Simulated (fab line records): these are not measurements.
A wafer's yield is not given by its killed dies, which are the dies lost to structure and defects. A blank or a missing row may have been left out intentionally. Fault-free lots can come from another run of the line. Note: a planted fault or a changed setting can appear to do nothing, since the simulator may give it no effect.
fab line records -- flow nand-harc
[record] lots = 7, wafers = 21, last-day = 33
route steps=1302 shown A_M0@1139
lots that met no fault: from a run of the same line without faults
start-h: hours from the record's opening day to when the first of the lot's shown wafers began -- wait-h: hours elapsed since this lot's preceding step -- " the same as in the row above -- L1.1+2: one row covering several wafers at once -- - value missing, or start not given -- * or withheld: withheld -- < > ~ a bound
route shown NAME@n: names a module that has steps shown in the file, with the first one's number in the route -- usual: the fault-free wafers' mean and standard deviation -- same: alike in all rows -- chamber/n: place in a boat -- sites: readings site by site -- _std_site: standard deviation across them -- _edge_site: mean of outer sites minus mean of inner sites -- radius-mm: how far each site lies from the wafer's centre -- mask NAME#n: copy n -- behind: the most recent tool/chamber to have shaped the wafer -- hold: why the lot went on hold/how many hours it stayed there/how the hold came to an end -- device: the n, p or np transistor that did not switch -- end of line: the same wafers' tests at the end of the route -- step lacking rows: just its recipe -- killed: dies lost to structure and defects at the first sort, not the wafer's yield -- map: dies across one wafer; x = killed, . = not, _ = none there
set.NAME: the run value of the setting; set.NAME@STEP: its run value at that earlier step -- model.NAME: the simulator's own value behind a step, which no gauge read
lots at selected steps of the route; one table per step, one row per wafer
services: from which hour (start-h, from the record's first day; less than 0 if before it) a tool's chamber was out of use, for how many hours, and why
[[steps]]
[step NHARC_A_M0_HMDS_02]
[recipe] time-s = 30
[step NHARC_A_M0_COAT_33]
[recipe] temp-c = 200, time-s = 65
[step NHARC_A_M0_COAT_03]
[recipe] spin-rpm = 1500, resist-thk-nm = 90
[step NHARC_A_M0_SOFTBAKE_04]
[recipe] temp-c = 105, time-s = 55
[step NHARC_A_M0_EBR_05]
[step NHARC_A_M0_EXPOSE_06]
[recipe] na = 1.35, target-cd-nm = 80, dose-mj = 83.25, mask-id = A_M0
[step NHARC_A_M0_PEB_07]
[recipe] peb-temp-c = 100, peb-time-s = 65
[step NHARC_A_M0_DEVELOP_08]
[recipe] develop-time-s = 35, dev-temp-c = 23
[step NHARC_A_M0_CD_MEAS_09]
[recipe] target-cd-nm = 80, landing-energy-ev = 500
[usual] cd-nm = 79.9/0.77
lot.wafer,tool,chamber,start-h,wait-h,cd-nm
L984.2,cd-sem-03,0,540.56,-,80.2
L984.3,cd-sem-03,0,540.56,-,80.7
L984.5,cd-sem-03,0,540.56,-,79.7
L992.2,cd-sem-03,0,605.08,-,78.3
L992.3,cd-sem-03,0,605.08,-,79.7
L992.5,cd-sem-03,0,605.08,-,79.5
L996.1,cd-sem-03,0,655.30,-,80.1
L996.2,cd-sem-03,0,655.30,-,80.2
L996.4,cd-sem-03,0,655.30,-,81.0
L997.2,cd-sem-03,0,664.61,-,80.0
L997.3,cd-sem-03,0,664.61,-,81.0
L997.4,cd-sem-03,0,664.61,-,81.0
L999.3,cd-sem-02,0,686.25,-,79.7
L999.4,cd-sem-02,0,686.25,-,82.0
L999.6,cd-sem-02,0,686.25,-,80.6
L101.2,cd-sem-03,0,708.96,-,77.7
L101.5,cd-sem-03,0,708.96,-,78.6
L101.6,cd-sem-03,0,708.96,-,79.0
L105.1,cd-sem-03,0,747.79,-,79.4
L105.4,cd-sem-03,0,747.79,-,80.2
L105.5,cd-sem-03,0,747.79,-,80.1
[step NHARC_A_M0_OVL_MEAS_10]
[recipe] pitch-nm = 160
[usual] overlay-x-nm = -0.1/0.74, overlay-y-nm = -0.3/0.82
lot.wafer,tool,chamber,start-h,wait-h,overlay-x-nm,overlay-y-nm
L984.2,overlay-02,-,540.65,-,0.1,0.0
L984.3,overlay-02,-,540.65,-,0.5,0.0
L984.5,overlay-02,-,540.65,-,-0.1,-0.3
L992.2,overlay-02,-,605.17,-,-0.4,-0.6
L992.3,overlay-02,-,605.17,-,-0.3,0.0
L992.5,overlay-02,-,605.17,-,-0.6,-0.5
L996.1,overlay-01,-,655.39,-,1.0,-1.5
L996.2,overlay-01,-,655.39,-,0.8,-1.6
L996.4,overlay-01,-,655.39,-,0.5,-1.5
L997.2,overlay-01,-,664.70,-,0.1,-0.1
L997.3,overlay-01,-,664.70,-,0.0,-0.6
L997.4,overlay-01,-,664.70,-,-0.1,-0.7
L999.3,overlay-01,-,686.34,-,1.0,-0.4
L999.4,overlay-01,-,686.34,-,1.2,-0.7
L999.6,overlay-01,-,686.34,-,0.9,-0.4
L101.2,overlay-01,-,709.05,-,0.2,-2.3
L101.5,overlay-01,-,709.05,-,1.3,-0.9
L101.6,overlay-01,-,709.05,-,0.6,-1.0
L105.1,overlay-01,-,747.88,-,-0.4,-1.0
L105.4,overlay-01,-,747.88,-,-0.5,-0.2
L105.5,overlay-01,-,747.88,-,-0.6,-0.3
[step NHARC_A_M0_INSPECT_11]
[usual] raw-defect-count = 91/39
lot.wafer,tool,chamber,start-h,wait-h,raw-defect-count
L984.2,defect-inspect-01,-,540.68,0.0,63
L984.3,defect-inspect-01,-,540.68,0.0,75
L984.5,defect-inspect-01,-,540.68,0.0,54
L992.2,defect-inspect-01,-,605.20,0.0,135
L992.3,defect-inspect-01,-,605.20,0.0,120
L992.5,defect-inspect-01,-,605.20,0.0,129
L996.1,defect-inspect-02,-,655.42,0.0,153
L996.2,defect-inspect-02,-,655.42,0.0,141
L996.4,defect-inspect-02,-,655.42,0.0,167
L997.2,defect-inspect-01,-,664.73,0.0,55
L997.3,defect-inspect-01,-,664.73,0.0,51
L997.4,defect-inspect-01,-,664.73,0.0,43
L999.3,defect-inspect-02,-,686.37,0.0,34
L999.4,defect-inspect-02,-,686.37,0.0,31
L999.6,defect-inspect-02,-,686.37,0.0,28
L101.2,defect-inspect-02,-,709.09,0.0,88
L101.5,defect-inspect-02,-,709.09,0.0,96
L101.6,defect-inspect-02,-,709.09,0.0,108
L105.1,defect-inspect-01,-,747.91,0.0,125
L105.4,defect-inspect-01,-,747.91,0.0,143
L105.5,defect-inspect-01,-,747.91,0.0,160
[step NHARC_A_M0_DESCUM_14]
[recipe] time-s = 3, o2-flow-sccm = 200, ar-flow-sccm = 0, bias-power-w = 0, chemistry = O2
[usual] drypump-motor-current-A = 6.0/0.56, oes-product-au = 0.998/0.011, rf-vpp-V = 57.8/0.88, showerhead-plenum-p-Torr = 1.93/0.061, throttle-valve-pct = 11.311/0.0092
lot.wafer,tool,chamber,start-h,wait-h,drypump-motor-current-A,oes-product-au,rf-hours-counter-h,rf-vpp-V,showerhead-plenum-p-Torr,throttle-valve-pct
L984.2,rie-diel-13,3,540.75,0.1,6.1,1.004,0.2,55.8,1.94,11.321
L984.3,rie-diel-13,2,540.75,0.1,6.5,1.005,0.1,59.4,1.92,11.318
L984.5,rie-diel-13,0,540.75,0.1,6.3,1.006,-,57.0,1.90,11.312
L992.2,rie-diel-01,1,605.28,0.1,5.4,0.985,1.9,58.1,2.04,11.301
L992.3,rie-diel-01,2,605.28,0.1,6.7,0.981,2.3,57.7,1.90,11.306
L992.5,rie-diel-01,3,605.28,0.1,5.6,1.009,-,58.4,1.98,11.310
L996.2,rie-diel-13,2,655.48,0.1,6.5,0.995,5.2,56.9,1.92,11.321
L996.4,rie-diel-13,0,655.48,0.1,6.3,1.008,4.9,58.0,1.90,11.324
L996.1,rie-diel-13,1,655.48,0.1,4.9,0.992,4.3,58.7,1.98,11.305
L997.2,rie-diel-13,2,664.79,0.1,6.4,1.001,5.6,58.7,1.92,11.300
L997.3,rie-diel-13,3,664.79,0.1,6.1,1.011,5.8,57.9,1.94,11.303
L997.4,rie-diel-13,0,664.79,0.1,6.3,1.003,-,57.5,1.90,11.323
L999.4,rie-diel-13,0,686.45,0.1,6.3,1.011,6.8,58.6,1.90,11.321
L999.3,rie-diel-13,1,686.45,0.1,4.8,1.006,5.5,59.3,1.98,11.303
L999.6,rie-diel-13,3,686.45,0.1,6.1,1.015,-,56.7,1.94,11.319
L101.2,rie-diel-01,0,709.16,0.1,5.9,0.986,6.0,57.2,1.81,11.319
L101.5,rie-diel-01,2,709.16,0.1,6.8,0.982,-,57.1,1.90,11.318
L101.6,rie-diel-01,3,709.16,0.1,5.6,1.004,-,57.7,1.98,11.312
L105.4,rie-diel-08,2,747.99,0.1,5.8,1.001,1.0,57.2,2.03,11.312
L105.1,rie-diel-08,3,747.99,0.1,6.6,1.001,1.0,56.0,1.86,11.315
L105.5,rie-diel-08,0,747.99,0.1,6.3,0.986,-,57.3,1.86,11.293
[step NHARC_A_M0_ETCH_34]
[recipe] target-depth-a = 400, overetch-a = 120, time-s = 43.94, ion-energy-ev = 200, n2-flow-sccm = 150, h2-flow-sccm = 150, ar-flow-sccm = 0, rf-w = 400, bias-w = 150, chemistry = N2/H2
[usual] bias-w = 150.1/0.4, chamber-pressure-mTorr = 30.000/0.028, drypump-motor-current-A = 6.0/0.54, oes-product-au = 0.999/0.011, rf-vpp-V = 430.8/2.2, showerhead-plenum-p-Torr = 2.05/0.069, throttle-valve-pct = 14.173/0.0091
lot.wafer,tool,chamber,start-h,wait-h,bias-w,chamber-pressure-mTorr,drypump-motor-current-A,oes-product-au,rf-hours-counter-h,rf-vpp-V,showerhead-plenum-p-Torr,throttle-valve-pct
L984.3,rie-diel-13,2,540.84,0.1,150.7,29.948,6.5,1.013,0.1,431.6,2.05,14.182
L984.2,rie-diel-13,3,540.84,0.1,151.1,30.010,6.1,1.019,0.2,431.9,2.07,14.172
L984.5,rie-diel-13,2,540.84,0.1,150.6,29.963,6.5,1.010,-,431.1,2.05,14.171
L992.2,rie-diel-01,1,605.36,0.1,150.2,29.978,5.4,0.996,1.9,433.9,2.18,14.191
L992.3,rie-diel-01,2,605.36,0.1,150.1,29.978,6.8,0.968,2.3,429.8,2.03,14.175
L992.5,rie-diel-01,3,605.36,0.1,150.1,30.004,5.6,1.022,-,432.8,2.11,14.173
L996.1,rie-diel-13,2,655.57,0.1,-,-,-,-,-,-,-,-
L996.2,rie-diel-13,3,655.57,0.1,-,-,-,-,-,-,-,-
L996.4,rie-diel-13,1,655.57,0.1,-,-,-,-,-,-,-,-
L997.3,rie-diel-13,2,664.91,0.1,-,-,-,-,-,-,-,-
L997.2,rie-diel-13,3,664.91,0.1,-,-,-,-,-,-,-,-
L997.4,rie-diel-13,3,664.91,0.1,-,-,-,-,-,-,-,-
L999.4,rie-diel-13,1,686.53,0.1,-,-,-,-,-,-,-,-
L999.3,rie-diel-13,2,686.53,0.1,-,-,-,-,-,-,-,-
L999.6,rie-diel-13,0,686.53,0.1,-,-,-,-,-,-,-,-
L101.2,rie-diel-01,2,709.24,0.1,150.8,30.029,6.7,0.991,7.0,429.5,2.03,14.165
L101.5,rie-diel-01,0,709.24,0.1,149.4,29.986,5.9,1.005,-,427.2,1.92,14.161
L101.6,rie-diel-01,1,709.24,0.1,149.8,30.001,5.4,1.003,-,434.4,2.18,14.156
L105.4,rie-diel-08,0,748.07,0.1,149.0,30.037,6.3,0.995,0.7,428.7,1.98,14.169
L105.1,rie-diel-08,2,748.07,0.1,150.0,29.985,5.8,1.007,1.0,433.9,2.17,14.168
L105.5,rie-diel-08,0,748.07,0.1,149.6,29.978,6.3,0.993,-,428.2,1.98,14.172
[step NHARC_A_M0_ETCH_15]
[recipe] target-depth-a = 1500, overetch-a = 150, time-s = 82.5, c4f8-flow-sccm = withheld, ar-flow-sccm = 400, rf-w = 600, bias-w = 300, chemistry = C4F8/Ar
[usual] bias-w = 299.9/0.9, chamber-pressure-mTorr = 25.000/0.025, oes-product-au = 0.954/0.023, rf-vpp-V = 441.3/2.1
lot.wafer,tool,chamber,start-h,wait-h,bias-w,chamber-pressure-mTorr,oes-product-au,rf-hours-counter-h,rf-vpp-V
L984.2,rie-diel-13,0,-,-,299.9,25.008,0.960,0.2,440.4
L984.3,rie-diel-13,3,-,-,298.7,24.965,0.967,0.2,441.7
L984.5,rie-diel-13,1,-,-,300.4,24.998,0.970,-,443.3
L992.2,rie-diel-01,3,-,-,300.9,25.034,0.971,2.0,442.2
L992.3,rie-diel-01,2,-,-,299.8,24.988,0.965,2.3,441.1
L992.5,rie-diel-01,0,-,-,300.9,25.030,0.958,-,438.0
L996.1,rie-diel-13,0,655.66,0.1,301.5,24.984,0.951,4.9,441.3
L996.2,rie-diel-13,1,655.66,0.1,299.9,24.983,0.942,4.3,442.7
L996.4,rie-diel-13,2,655.66,0.1,299.3,24.993,0.948,5.2,441.6
L997.3,rie-diel-13,0,665.00,0.1,301.1,24.979,0.929,5.4,439.0
L997.2,rie-diel-13,3,665.00,0.1,299.2,25.015,0.924,5.9,440.7
L997.4,rie-diel-13,0,665.00,0.1,299.8,24.945,0.930,-,440.6
L999.4,rie-diel-13,1,686.60,0.1,301.5,24.988,0.930,5.5,443.7
L999.3,rie-diel-13,3,686.60,0.1,299.6,24.973,0.937,6.8,442.6
L999.6,rie-diel-13,1,686.60,0.1,301.1,25.000,0.919,-,443.4
L101.2,rie-diel-01,0,-,-,301.2,24.996,0.929,6.0,438.1
L101.5,rie-diel-01,2,-,-,299.7,25.002,0.905,-,441.3
L101.6,rie-diel-01,3,-,-,299.5,24.997,0.937,-,442.5
L105.1,rie-diel-08,0,-,-,299.1,24.996,0.952,0.7,439.7
L105.4,rie-diel-08,1,-,-,300.0,24.988,0.945,0.7,441.0
L105.5,rie-diel-08,0,-,-,300.9,25.050,0.951,-,438.1
[[services]]
tool,chamber,start-h,hours,kind
rie-diel-01,-,516.90,0.6,repair
rie-diel-13,-,519.00,9.0,pm
rie-diel-13,0,519.00,9.0,vent-cycle
rie-diel-13,1,519.00,9.0,vent-cycle
rie-diel-13,2,519.00,9.0,vent-cycle
rie-diel-13,3,519.00,9.0,vent-cycle
rie-diel-01,3,520.09,11.7,repair
rie-diel-13,0,528.00,-,clean
rie-diel-13,1,528.00,-,clean
rie-diel-13,2,528.00,-,clean
rie-diel-13,3,528.00,-,clean
rie-diel-08,-,544.94,9.0,pm
rie-diel-13,0,552.50,-,clean
rie-diel-01,-,557.80,9.0,pm
rie-diel-13,0,580.81,4.5,repair
rie-diel-08,2,591.11,4.6,repair
rie-diel-13,-,605.22,0.2,repair
rie-diel-13,1,619.92,8.9,repair
rie-diel-13,1,662.65,11.8,repair
rie-diel-13,3,672.05,7.4,repair
rie-diel-08,3,672.20,3.0,repair
rie-diel-13,-,696.00,9.0,pm
rie-diel-08,-,721.98,9.0,pm
rie-diel-01,-,734.80,9.0,pm
[[key]]
[first-sign] step = NHARC_A_M0_ETCH_34, reading = tool-record, direction = missing
effect none on later readings
met-at NHARC_A_M0_ETCH_34
struck-wafers L996.1,L996.2,L996.4,L997.2,L997.3,L997.4,L999.3,L999.4,L999.6
later-rows-left-out L996.1,L996.2,L996.4,L997.2,L997.3,L997.4,L999.3,L999.4,L999.6
sort-left-out L996.1,L996.2,L996.4,L997.2,L997.3,L997.4,L999.3,L999.4,L999.6
onset-between 540.84 655.57
[fault] kind = skipped-step-whole, tool = rie-diel-13, chamber = -, onset-h = 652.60, steps = NHARC_A_M0_ETCH_34, scope = struck-lots-only
// sort-left-out: the simulated sort isn't trusted on such a fault, so these wafers' sort isn't shown, and their yield isn't known
// later-rows-left-out: the simulator's readings of these wafers behind a module that went badly wrong aren't trusted and aren't shown, but for the sort
